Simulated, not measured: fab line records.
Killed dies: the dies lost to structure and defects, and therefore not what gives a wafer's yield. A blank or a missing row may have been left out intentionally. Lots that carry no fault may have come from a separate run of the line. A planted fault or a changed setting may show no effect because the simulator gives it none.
Matching of chambers + flow nandHarc + 4 sister chambers for NHARC_THIN_TSV_DESCUM_14 on rieDiel-09
The step chemistry O2, time 3 s. 4 wafers are shown with their chamber, then 9 later ones without.

EACH WAFER AND ITS CHAMBER
| wafer  | chamber | showerheadPlenumPTorr (Torr) |
|--------|---------|------------------------------|
| L730.1 | 3       | 1.79                         |
| L733.1 | 2       | 1.78                         |
| L733.2 | 0       | 1.90                         |
| L733.4 | 1       | 1.82                         |

WAFERS WHOSE CHAMBER IS MISSING
| wafer  | showerheadPlenumPTorr (Torr) |
|--------|------------------------------|
| L741.1 | 1.79                         |
| L741.2 | 1.82                         |
| L741.6 | 1.82                         |
| L743.1 | 1.77                         |
| L743.4 | 1.79                         |
| L743.5 | 1.82                         |
| L746.4 | 1.81                         |
| L746.5 | 1.77                         |
| L746.6 | 1.79                         |

WHICH CHAMBER EACH WENT THROUGH
| wafer  | from the rows above     | in truth |
|--------|-------------------------|----------|
| L741.1 | can't be placed: 3 or 2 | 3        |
| L741.2 | 1                       | 1        |
| L741.6 | 1                       | 1        |
| L743.1 | can't be placed: 2 or 3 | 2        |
| L743.4 | can't be placed: 3 or 2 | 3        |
| L743.5 | 1                       | 1        |
| L746.4 | can't be placed: 1 or 3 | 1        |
| L746.5 | can't be placed: 2 or 3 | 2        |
| L746.6 | can't be placed: 3 or 2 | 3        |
Correct placement for 3 of the 9. Not placeable from these rows: 6 (in 6, the candidates include the true chamber). Placed wrongly: 0.
How it was worked out, from the rows above alone: a wafer's distance from a chamber is the root of the sum, over the readings, of the square of ((its reading less the chamber's mean) divided by the reading's scatter). If the next closest chamber is less than 2 further off than the closest, the wafer can't be placed; otherwise it belongs to the closest. Each chamber's mean is taken over the wafers shown for it. The scatter: with one shown wafer a chamber, the root of the mean of the squares of how far each hidden wafer lies from its nearest shown one.
